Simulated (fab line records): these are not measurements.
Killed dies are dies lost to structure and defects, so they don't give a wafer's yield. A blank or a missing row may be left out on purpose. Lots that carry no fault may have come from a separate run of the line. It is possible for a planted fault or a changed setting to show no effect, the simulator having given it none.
fab line records + flow nand_harc
record:
- lots: 5
- wafers: 15
- last_day: 34
route steps=1302 shown A_M1@1181 END@1302
lots with no fault: from the same line, run without faults
start_h: the number of hours between the record's first day and the start of the first shown wafer of the lot + wait_h: hours since the lot's step before + " identical to the entry in the row above + L1.1+2: one row covering several wafers at once + - no value present, or no start provided + * or withheld: withheld + < > ~ a bound
route shown NAME@n: NAME is a module with steps in the file, n the number in the route of the first one + usual: mean/standard deviation of fault-free wafers + same: alike in all rows + chamber/n: place in a boat + sites: per-site readings + _std_site: standard deviation across them + _edge_site: outer sites' mean less inner sites' + radius_mm: how far each site lies from the wafer's centre + mask NAME#n: copy n + behind: the most recent tool/chamber to have shaped the wafer + hold: why the lot went on hold/how many hours it stayed there/how the hold came to an end + device: the transistor (n, p or np) that didn't switch + end of line: at the end of the route, the tests of the same wafers + where a step has no rows: the recipe by itself + killed: dies that structure and defects cost at the first sort, which is not the same as the wafer's yield + map: shows each die of a wafer: x if killed, . if not, _ if none is there
set.NAME: setting as actually run; set.NAME@STEP: the setting as run at that earlier step + model.NAME: the simulator's own value behind a step, which no gauge read
certain route steps with their lots: each step a table, each wafer a row
services: from which hour (start_h, from the record's first day; less than 0 if before it) a tool's chamber was out of use, for how many hours, and why
== steps ==
step: NHARC_A_M1_INSPECT_11
usual:
- raw_defect_count: 91/39
| lot.wafer | tool              | chamber | start_h | wait_h | raw_defect_count |
|-----------|-------------------|---------|---------|--------|------------------|
| L814.2    | defect_inspect-01 | -       | 618.46  | 0.0    | 86               |
| L814.4    | "                 | -       | "       | "      | 86               |
| L814.6    | "                 | -       | "       | "      | 92               |
| L817.3    | defect_inspect-02 | -       | 636.57  | 0.0    | 104              |
| L817.4    | "                 | -       | "       | "      | 146              |
| L817.5    | "                 | -       | "       | "      | 124              |
| L826.2    | defect_inspect-01 | -       | 721.30  | 0.0    | 98               |
| L826.5    | "                 | -       | "       | "      | 136              |
| L826.6    | "                 | -       | "       | "      | 112              |
| L829.1    | defect_inspect-01 | -       | 752.11  | 0.0    | 125              |
| L829.4    | "                 | -       | "       | "      | 140              |
| L829.5    | "                 | -       | "       | "      | 161              |
| L830.1    | defect_inspect-02 | -       | 775.66  | 0.0    | 137              |
| L830.2    | "                 | -       | "       | "      | 174              |
| L830.4    | "                 | -       | "       | "      | 139              |
step: NHARC_A_M1_DESCUM_14
recipe:
- time_s: 3
- o2_flow_sccm: 200
- ar_flow_sccm: 0
- bias_power_w: 0
- chemistry: O2
step: NHARC_A_M1_ETCH_35
recipe:
- target_depth_a: 400
- overetch_a: 120
- time_s: 43.94
- ion_energy_ev: 200
- n2_flow_sccm: 150
- h2_flow_sccm: 150
- ar_flow_sccm: 0
- rf_w: 400
- bias_w: 150
- chemistry: N2/H2
usual:
- drypump_motor_current_A: 5.9/0.58
- oes_product_au: 1.001/0.011
- rf_vpp_V: 430.4/3
- showerhead_plenum_p_Torr: 2.04/0.1
- throttle_valve_pct: 14.171/0.0096
| lot.wafer | tool        | chamber | start_h | wait_h | drypump_motor_current_A | oes_product_au | rf_hours_counter_h | rf_vpp_V | showerhead_plenum_p_Torr | throttle_valve_pct |
|-----------|-------------|---------|---------|--------|-------------------------|----------------|--------------------|----------|--------------------------|--------------------|
| L814.4    | rie_diel-03 | 3       | 618.61  | 0.1    | 5.9                     | 0.997          | 4.6                | 435.3    | 2.20                     | 14.172             |
| L814.2    | "           | 0       | "       | "      | 5.8                     | 1.021          | 3.6                | 426.5    | 1.94                     | 14.178             |
| L814.6    | "           | 1       | "       | "      | 6.3                     | 1.004          | -                  | 429.7    | 2.02                     | 14.166             |
| L817.4    | rie_diel-02 | 1       | 636.72  | 0.1    | 6.0                     | 1.019          | 2.5                | 433.7    | 2.14                     | 14.166             |
| L817.3    | "           | 3       | "       | "      | 4.7                     | 1.003          | 2.8                | 435.7    | 2.19                     | 14.163             |
| L817.5    | "           | 1       | "       | "      | 6.0                     | 1.018          | -                  | 432.7    | 2.14                     | 14.166             |
| L826.2    | rie_diel-04 | 0       | 721.44  | 0.1    | 6.5                     | 0.988          | 0.2                | 433.1    | 2.13                     | 14.163             |
| L826.5    | "           | 0       | "       | "      | 6.5                     | 0.997          | -                  | 432.9    | 2.13                     | 14.174             |
| L826.6    | "           | 1       | "       | "      | 6.7                     | 1.004          | -                  | 430.2    | 2.01                     | 14.166             |
| L829.1    | rie_diel-03 | 0       | 752.26  | 0.1    | 5.8                     | 0.997          | 3.0                | 427.6    | 1.94                     | 14.162             |
| L829.4    | "           | 3       | "       | "      | 5.9                     | 1.012          | 3.1                | 434.8    | 2.20                     | 14.172             |
| L829.5    | "           | 1       | "       | "      | 6.3                     | 0.989          | -                  | 430.6    | 2.02                     | 14.159             |
| L830.2    | rie_diel-02 | 0       | 775.81  | 0.1    | 6.2                     | 1.010          | 0.8                | 425.4    | 1.88                     | 14.162             |
| L830.1    | "           | 1       | "       | "      | 6.0                     | 1.016          | 0.9                | 433.3    | 2.14                     | 14.180             |
| L830.4    | "           | 2       | "       | "      | 6.3                     | 1.021          | 1.0                | 428.5    | 1.93                     | 14.168             |
step: NHARC_A_M1_ETCH_15
recipe:
- target_depth_a: 1825
- time_s: 91.2
- c4f8_flow_sccm: withheld
- ar_flow_sccm: 400
- rf_w: 600
- bias_w: 300
- chemistry: C4F8/Ar
step: NHARC_A_M1_CD_MEAS_16
usual:
- cd_nm: 120.3/0.89
| lot.wafer | tool      | chamber | start_h | wait_h | cd_nm |
|-----------|-----------|---------|---------|--------|-------|
| L814.2    | cd_sem-02 | -       | 618.82  | -      | 121.3 |
| L814.4    | "         | -       | "       | "      | 120.8 |
| L814.6    | "         | -       | "       | "      | 121.1 |
| L817.3    | cd_sem-03 | -       | 636.94  | -      | 118.9 |
| L817.4    | "         | -       | "       | "      | 118.5 |
| L817.5    | "         | -       | "       | "      | 120.0 |
| L826.2    | cd_sem-03 | -       | 721.66  | -      | 119.1 |
| L826.5    | "         | -       | "       | "      | 121.4 |
| L826.6    | "         | -       | "       | "      | 120.5 |
| L829.1    | cd_sem-01 | -       | 752.48  | -      | 119.7 |
| L829.4    | "         | -       | "       | "      | 120.1 |
| L829.5    | "         | -       | "       | "      | 121.3 |
| L830.1    | cd_sem-01 | -       | 776.02  | -      | 120.2 |
| L830.2    | "         | -       | "       | "      | 122.3 |
| L830.4    | "         | -       | "       | "      | 120.1 |
step: NHARC_A_M1_STRIP_18
recipe:
- power_w: 1000
- n2_flow_sccm: 150
- h2_flow_sccm: 150
- ar_flow_sccm: 0
- bias_w: 0
- chemistry: N2/H2
usual:
- drypump_motor_current_A: 6.0/0.59
- oes_product_au: 0.999/0.01
- rf_vpp_V: 90.5/1.1
- showerhead_plenum_p_Torr: 2.04/0.093
- throttle_valve_pct: 14.172/0.0089
| lot.wafer | tool        | chamber | start_h | wait_h | drypump_motor_current_A | oes_product_au | rf_hours_counter_h | rf_vpp_V | showerhead_plenum_p_Torr | throttle_valve_pct |
|-----------|-------------|---------|---------|--------|-------------------------|----------------|--------------------|----------|--------------------------|--------------------|
| L814.2    | rie_diel-04 | 3       | 618.95  | 0.1    | 5.4                     | 0.986          | 6.4                | 90.5     | 2.02                     | 14.165             |
| L814.4    | "           | 0       | "       | "      | 6.5                     | 0.992          | 5.9                | 90.6     | 2.13                     | 14.179             |
| L814.6    | "           | 1       | "       | "      | 6.7                     | 1.004          | -                  | 89.6     | 2.02                     | 14.165             |
| L817.3    | rie_diel-04 | 3       | 637.01  | 0.1    | 5.4                     | 0.997          | 6.7                | 89.9     | 2.02                     | 14.165             |
| L817.4    | "           | 0       | "       | "      | 6.6                     | 0.995          | 6.2                | 91.7     | 2.13                     | 14.174             |
| L817.5    | "           | 3       | "       | "      | 5.4                     | 1.003          | -                  | 91.6     | 2.02                     | 14.162             |
| L826.2    | rie_diel-02 | 1       | 721.74  | 0.1    | 6.0                     | 1.000          | 6.9                | 91.7     | 2.14                     | 14.190             |
| L826.5    | "           | 1       | "       | "      | 6.0                     | 1.002          | -                  | 91.3     | 2.14                     | 14.174             |
| L826.6    | "           | 2       | "       | "      | 6.3                     | 1.009          | -                  | 89.9     | 1.93                     | 14.178             |
| L829.4    | rie_diel-03 | 2       | 752.60  | 0.1    | 5.2                     | 0.986          | 3.4                | 89.5     | 1.98                     | 14.171             |
| L829.1    | "           | 3       | "       | "      | 5.9                     | 0.996          | 3.1                | 91.1     | 2.20                     | 14.181             |
| L829.5    | "           | 1       | "       | "      | 6.3                     | 0.985          | -                  | 90.9     | 2.02                     | 14.171             |
| L830.2    | rie_diel-03 | 0       | 776.13  | 0.1    | 5.8                     | 1.003          | 4.3                | 89.8     | 1.94                     | 14.176             |
| L830.4    | "           | 1       | "       | "      | 6.2                     | 0.986          | 4.6                | 89.6     | 2.02                     | 14.172             |
| L830.1    | "           | 2       | "       | "      | 5.2                     | 0.980          | 4.4                | 90.6     | 1.98                     | 14.179             |
step: NHARC_A_M1_ETCH_28
recipe:
- target_depth_a: 300
- over_etch_frac: 0.3
- time_s: 72.99
- ion_energy_ev: 150
- cf4_flow_sccm: 50
- n2_flow_sccm: 100
- ar_flow_sccm: 150
- rf_w: 300
- bias_w: 100
- chemistry: CF4/N2
usual:
- drypump_motor_current_A: 6.1/0.62
- oes_product_au: 1.000/0.0099
- rf_vpp_V: 314.0/2.2
- showerhead_plenum_p_Torr: 2.62/0.11
- throttle_valve_pct: 19.793/0.01
| lot.wafer | tool        | chamber | start_h | wait_h | drypump_motor_current_A | oes_product_au | rf_hours_counter_h | rf_vpp_V | showerhead_plenum_p_Torr | throttle_valve_pct |
|-----------|-------------|---------|---------|--------|-------------------------|----------------|--------------------|----------|--------------------------|--------------------|
| L814.2    | rie_diel-04 | 2       | -       | -      | 6.8                     | 0.995          | 7.1                | 312.2    | 2.55                     | 19.801             |
| L814.4    | "           | 3       | "       | "      | 5.4                     | 0.986          | 6.4                | 314.5    | 2.60                     | 19.803             |
| L814.6    | "           | 2       | "       | "      | 6.8                     | 0.994          | -                  | 311.1    | 2.55                     | 19.784             |
| L817.4    | rie_diel-04 | 1       | -       | -      | 6.7                     | 1.003          | 4.7                | 313.2    | 2.60                     | 19.789             |
| L817.3    | "           | 2       | "       | "      | 6.8                     | 0.995          | 7.4                | 312.7    | 2.55                     | 19.779             |
| L817.5    | "           | 1       | "       | "      | 6.7                     | 0.999          | -                  | 313.7    | 2.60                     | 19.793             |
| L826.2    | rie_diel-02 | 2       | -       | -      | 6.2                     | 1.003          | 8.1                | 311.2    | 2.49                     | 19.813             |
| L826.5    | "           | 3       | "       | "      | 4.7                     | 1.006          | -                  | 318.2    | 2.80                     | 19.781             |
| L826.6    | "           | 0       | "       | "      | 6.3                     | 0.995          | -                  | 310.8    | 2.44                     | 19.798             |
| L829.1    | rie_diel-03 | 0       | -       | -      | 5.8                     | 0.994          | 3.1                | 312.8    | 2.50                     | 19.801             |
| L829.4    | "           | 2       | "       | "      | 5.2                     | 0.975          | 3.4                | 311.9    | 2.56                     | 19.807             |
| L829.5    | "           | 1       | "       | "      | 6.3                     | 0.998          | -                  | 313.6    | 2.60                     | 19.778             |
| L830.2    | rie_diel-03 | 3       | -       | -      | 5.9                     | 1.007          | 4.2                | 315.9    | 2.81                     | 19.811             |
| L830.1    | "           | 1       | "       | "      | 6.3                     | 0.994          | 4.7                | 314.8    | 2.60                     | 19.802             |
| L830.4    | "           | 2       | "       | "      | 5.2                     | 0.980          | 4.5                | 312.5    | 2.56                     | 19.808             |
step: NHARC_A_M1_STRIP_19
recipe:
- time_s: 600
- temp_c: 30
- chemistry: post_etch_residue_remover
step: NHARC_A_M1_DEGAS_29
recipe:
- temp_c: 250
- time_s: 60
usual:
- heater_power_w: 328/38
| lot.wafer | tool           | chamber | start_h | wait_h | heater_power_w |
|-----------|----------------|---------|---------|--------|----------------|
| L814.4    | pvd_sputter-01 | -       | 619.53  | -      | 347            |
| L814.2    | "              | -       | "       | "      | 305            |
| L814.6    | "              | -       | "       | "      | 371            |
| L817.3    | pvd_sputter-02 | -       | 637.65  | -      | 349            |
| L817.4    | "              | -       | "       | "      | 340            |
| L817.5    | "              | -       | "       | "      | 346            |
| L826.2    | pvd_sputter-02 | -       | 722.38  | -      | 298            |
| L826.6    | "              | -       | "       | "      | 341            |
| L826.5    | "              | -       | "       | "      | 301            |
| L829.4    | pvd_sputter-02 | -       | 753.20  | -      | 295            |
| L829.1    | "              | -       | "       | "      | 344            |
| L829.5    | "              | -       | "       | "      | 303            |
| L830.2    | pvd_sputter-02 | -       | 776.74  | -      | 305            |
| L830.4    | "              | -       | "       | "      | 350            |
| L830.1    | "              | -       | "       | "      | 334            |
step: NHARC_A_M1_PRE_CLEAN_30
recipe:
- time_s: 30
- temp_c: 280
- gas: H2/He
step: NHARC_A_M1_PVD_20
recipe:
- target_thk_a: 50
- bias_v: 168.6
- power_w: 15000
- chamber_pressure_pa: 0.12
- time_s: 8.06
- substrate_temp_c: 50
- material: TaN
step: NHARC_A_M1_PVD_21
recipe:
- target_thk_a: 300
- chamber_pressure_pa: 5
- power_w: 5000
- substrate_temp_c: 30
- time_s: 20.49
- material: Cu
step: NHARC_A_M1_ECD_22
recipe:
- target_thk_a: 4000
- bath_temp_c: 25
- material: Cu
| lot.wafer  | tool      | chamber | start_h | wait_h |
|------------|-----------|---------|---------|--------|
| L814.2+4+6 | ecd_cu-01 | 0,0,1   | 619.89  | -      |
| L817.4+3+5 | ecd_cu-02 | 0,1,1   | 638.11  | -      |
| L826.2+6+5 | ecd_cu-02 | 1,0,1   | 722.78  | -      |
| L829.1+4+5 | ecd_cu-01 | 0       | 753.60  | -      |
| L830.2+1+4 | ecd_cu-01 | 0,1,1   | 777.10  | -      |
step: NHARC_A_M1_ANNEAL_31
recipe:
- temp_c: 225
- time_s: 90
usual:
- wafer_temp_C_max: 226.4/0.54
| lot.wafer | tool          | chamber | start_h | wait_h | wafer_temp_C_max |
|-----------|---------------|---------|---------|--------|------------------|
| L814.2    | rtp_anneal-01 | 0       | 620.32  | -      | 225.6            |
| L814.4    | "             | 0       | "       | "      | 226.3            |
| L814.6    | "             | 0       | "       | "      | 225.9            |
| L817.3    | rtp_anneal-01 | 0       | 638.49  | 0.3    | 225.8            |
| L817.4    | "             | 0       | "       | "      | 226.3            |
| L817.5    | "             | 0       | "       | "      | 226.2            |
| L826.2    | rtp_anneal-02 | 0       | 723.17  | 0.3    | 226.1            |
| L826.5    | "             | 0       | "       | "      | 226.2            |
| L826.6    | "             | 0       | "       | "      | 226.6            |
| L829.1    | rtp_anneal-01 | 0       | 753.93  | 0.3    | 225.9            |
| L829.4    | "             | 0       | "       | "      | 226.0            |
| L829.5    | "             | 0       | "       | "      | 226.2            |
| L830.1    | rtp_anneal-01 | 0       | 777.48  | 0.3    | 226.2            |
| L830.2    | "             | 0       | "       | "      | 226.1            |
| L830.4    | "             | 0       | "       | "      | 226.3            |
step: NHARC_A_M1_CMP_23
recipe:
- t_overpolish_s: 20
- target_thk_nm: 154.34
usual:
- motor_current_A: 11.9/0.97
- time_to_endpoint_s: 28.0/2.3
| lot.wafer | tool   | chamber | start_h | wait_h | motor_current_A | time_to_endpoint_s |
|-----------|--------|---------|---------|--------|-----------------|--------------------|
| L814.4    | cmp-04 | 1       | 620.62  | -      | 12.6            | 30.3               |
| L814.2    | "      | 0       | "       | "      | 12.4            | 32.7               |
| L814.6    | "      | 1       | "       | "      | 12.8            | 30.3               |
| L817.3    | cmp-04 | 0       | 638.79  | -      | 13.1            | 32.6               |
| L817.4    | "      | 1       | "       | "      | 12.0            | 31.2               |
| L817.5    | "      | 2       | "       | "      | 14.0            | 26.3               |
| L826.2    | cmp-03 | 3       | 723.49  | -      | 11.5            | 32.0               |
| L826.6    | "      | 2       | "       | "      | 11.3            | 26.9               |
| L826.5    | "      | 3       | "       | "      | 11.1            | 42.0               |
| L829.1    | cmp-01 | 1       | 754.27  | -      | 12.0            | 26.2               |
| L829.4    | "      | 2       | "       | "      | 10.2            | 26.7               |
| L829.5    | "      | 1       | "       | "      | 12.7            | 25.1               |
| L830.4    | cmp-04 | 3       | 777.82  | -      | 11.4            | 28.5               |
| L830.2    | "      | 0       | "       | "      | 12.2            | 31.7               |
| L830.1    | "      | 1       | "       | "      | 12.5            | 29.1               |
step: NHARC_A_M1_THK_MEAS_24
recipe:
- thk_meas_gauge: xrf
usual:
- thk_nm: 154.4/1.6
| lot.wafer | tool          | chamber | start_h | wait_h | thk_nm |
|-----------|---------------|---------|---------|--------|--------|
| L814.2    | film_metro-01 | -       | 620.93  | -      | 155.5  |
| L814.4    | "             | -       | "       | "      | 155.8  |
| L814.6    | "             | -       | "       | "      | 156.6  |
| L817.3    | film_metro-01 | -       | 639.05  | -      | 155.0  |
| L817.4    | "             | -       | "       | "      | 156.6  |
| L817.5    | "             | -       | "       | "      | 155.1  |
| L826.2    | film_metro-01 | -       | 723.77  | -      | 157.4  |
| L826.5    | "             | -       | "       | "      | 156.1  |
| L826.6    | "             | -       | "       | "      | 153.7  |
| L829.1    | film_metro-02 | -       | 754.58  | -      | 155.0  |
| L829.4    | "             | -       | "       | "      | 152.1  |
| L829.5    | "             | -       | "       | "      | 155.8  |
| L830.1    | film_metro-02 | -       | 778.14  | -      | 157.0  |
| L830.2    | "             | -       | "       | "      | 156.3  |
| L830.4    | "             | -       | "       | "      | 153.8  |
step: NHARC_END_SORT_01
recipe:
- temp_c: 25
usual:
- defect_limited_yield: 90/3.1
- killed_at_array: 61/20
- killed_at_other: 0.9/1.1
- killed_at_periphery: 3.7/2.5
- killed_dies: 65/21
- killed_open: 3.3/1.8
- killed_short: 2.3/1.5
same:
- gross_dies: 677
| lot.wafer | tool      | chamber | start_h | wait_h | defect_limited_yield[%] | killed_at_array | killed_at_other | killed_at_periphery | killed_dies | killed_open | killed_short |
|-----------|-----------|---------|---------|--------|-------------------------|-----------------|-----------------|---------------------|-------------|-------------|--------------|
| L814.2    | prober-01 | 0       | 656.40  | 2.8    | 89                      | 70              | 0               | 2                   | 72          | 7           | 4            |
| L814.4    | prober-01 | 0       | 657.99  | 3.4    | 91                      | 60              | 0               | 2                   | 62          | 2           | 1            |
| L814.6    | prober-01 | 0       | 659.58  | 4.0    | 89                      | 67              | 2               | 5                   | 74          | 2           | 1            |
killed by level:class
L814.2 A_CHANNEL_HOLE_D2:chamber_film_flake=37 A_STAIRCASE:chamber_film_flake=10 A_CONTACT:chamber_film_flake=6 A_CHANNEL_HOLE_D1:chamber_film_flake=5 A_ONON_D1:geometric_particle:open=2 A_CHANNEL_FILL_D1:geometric_particle:short=2 P_STI:geometric_particle:open=1 P_CONTACT:geometric_particle:open=1
L814.4 A_CHANNEL_HOLE_D2:chamber_film_flake=35 A_CHANNEL_HOLE_D1:chamber_film_flake=11 A_STAIRCASE:chamber_film_flake=5 A_CONTACT:chamber_film_flake=3 P_ZERO_WELL:chamber_film_flake=2 A_CHANNEL_FILL_D2:chamber_film_flake=2 A_ONON_D1:geometric_particle:short=1 A_CHANNEL_HOLE_D1:geometric_particle:open=1
L814.6 A_CHANNEL_HOLE_D2:chamber_film_flake=38 A_CHANNEL_HOLE_D1:chamber_film_flake=12 A_STAIRCASE:chamber_film_flake=10 A_CONTACT:chamber_film_flake=4 P_ZERO_WELL:chamber_film_flake=3 THIN_TSV:chamber_film_flake=2 P_GATE:geometric_particle:short=1 P_M2:geometric_particle:open=1
== services ==
| tool           | chamber | start_h | hours | kind   |
|----------------|---------|---------|-------|--------|
| rie_diel-02    | -       | 596.22  | 1.1   | repair |
| ecd_cu-02      | -       | 598.98  | 8.0   | pm     |
| cmp-04         | -       | 606.84  | 0.4   | repair |
| cmp-04         | -       | 615.00  | 4.0   | pm     |
| cmp-04         | -       | 626.20  | 1.3   | repair |
| rie_diel-03    | -       | 635.30  | 9.0   | pm     |
| pvd_sputter-02 | -       | 638.04  | 10.0  | pm     |
| cmp-04         | -       | 644.70  | 1.2   | repair |
| rie_diel-04    | 3       | 662.12  | 3.4   | repair |
| ecd_cu-02      | -       | 669.67  | 2.2   | repair |
| rie_diel-02    | 0       | 675.57  | 1.6   | repair |
| rie_diel-04    | 2       | 681.28  | 22.1  | repair |
| ecd_cu-01      | -       | 688.00  | 8.0   | pm     |
| rie_diel-04    | 3       | 691.50  | 11.0  | repair |
| rie_diel-04    | 0       | 697.94  | 5.2   | repair |
| rie_diel-02    | 1       | 700.16  | 10.0  | repair |
| rie_diel-04    | -       | 708.90  | 9.0   | pm     |
| cmp-04         | -       | 713.00  | 4.0   | pm     |
| rie_diel-02    | -       | 747.72  | 9.0   | pm     |
| cmp-04         | -       | 755.11  | 1.1   | repair |
| rie_diel-04    | 1       | 756.86  | 9.3   | repair |
| ecd_cu-01      | -       | 757.45  | 2.7   | repair |
| rie_diel-04    | -       | 764.28  | 0.4   | repair |
| rie_diel-02    | 2       | 770.21  | 2.2   | repair |
== key ==
first_sign:
- step: NHARC_A_M1_CMP_23
- reading: time_to_endpoint_s
- direction: up
- sigmas: 6.2
- usual: *
- struck: *
effect none on later readings
met_at NHARC_A_M1_ECD_22
struck_wafers L826.5
onset_between 638.11 722.78
fault:
- kind: process_parameter_drift
- tool: ecd_cu-02
- chamber: -
- onset_h: 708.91
- steps: NHARC_A_M1_ECD_22
- channel: target_thk_a
- offset: *
- shape: step
- end_h: 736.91
- scope: struck_wafers_only
- acts_in: *
- stated: *
